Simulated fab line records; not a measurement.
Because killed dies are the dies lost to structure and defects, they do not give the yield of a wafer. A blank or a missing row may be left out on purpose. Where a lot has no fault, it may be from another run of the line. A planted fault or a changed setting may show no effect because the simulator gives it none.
Matching of chambers	flow n5 finfet	N5_BEOL_M0_TRENCH_ETCH_107 on rie diel-01: 4 sister chambers
The step etches SiOC in C4F6/O2, target depth 32.8 nm, time 16.4 s. 22 wafers are shown with their chamber, then 11 later ones without.

== WAFERS PAIRED WITH THEIR CHAMBERS ==
wafer	chamber	rf vpp V (V)	showerhead plenum p Torr (Torr)	throttle valve pct (%)
L075.2	2	695	2.86	21.26
L075.3	1	714	3.01	20.89
L075.4	3	692	2.80	20.73
L078.2	3	691	2.80	20.71
L078.4	1	713	3.00	20.90
L078.5	1	712	3.00	20.90
L082.3	2	693	2.85	21.28
L082.4	1	713	3.00	20.91
L082.6	2	694	2.85	21.27
L079.4	1	712	3.00	20.90
L079.5	0	628	2.77	20.82
L079.6	1	713	3.00	20.91
L081.3	3	688	2.79	20.72
L081.5	2	692	2.85	21.29
L081.6	3	690	2.79	20.74
L084.1	1	713	3.00	20.94
L084.4	3	691	2.79	20.74
L084.5	2	693	2.85	21.29
L086.2	3	689	2.79	20.74
L086.3	2	693	2.84	21.29
L086.4	1	713	2.99	20.93
L090.3	1	713	2.99	20.94

SIGNATURES (means of the wafers above)
reading	chamber 0	chamber 1	chamber 2	chamber 3	scatter within a chamber
rf vpp V	628.00	712.89	693.33	690.17	1.03
showerhead plenum p Torr	2.7700	2.9989	2.8500	2.7933	0.00588
throttle valve pct	20.8200	20.9133	21.2800	20.7300	0.0156
Rule: for a wafer and a chamber, the distance is found by dividing, reading by reading, the gap between the wafer's reading and the chamber's mean by the reading's scatter, squaring, summing and taking the root. The wafer belongs to the nearest chamber; if the next one is less than 2 further off, it can't be placed. The scatter is the square root of a quotient: the sum, over the shown wafers, of each reading's squared deviation from its chamber's mean, divided by wafers minus chambers.

== WAFERS WHOSE CHAMBER IS MISSING ==
wafer	rf vpp V (V)	showerhead plenum p Torr (Torr)	throttle valve pct (%)
L090.4	692	2.84	21.33
L090.6	712	2.99	20.94
L093.2	692	2.84	21.32
L093.3	630	2.76	20.86
L093.6	712	2.99	20.96
L095.1	628	2.76	20.88
L095.2	689	2.78	20.36
L095.6	627	2.76	20.88
L097.4	627	2.76	20.89
L097.5	712	2.98	20.96
L097.6	694	2.83	21.33

== WHICH CHAMBER EACH ONE RAN IN ==
wafer	from the rows above	in truth
L090.4	2	2
L090.6	1	1
L093.2	2	2
L093.3	0	0
L093.6	1	1
L095.1	0	0
L095.2	3	3
L095.6	0	0
L097.4	0	0
L097.5	1	1
L097.6	2	2
Correctly placed: 11 of 11. Left unplaced by these rows: 0. Wrongly placed: 0.
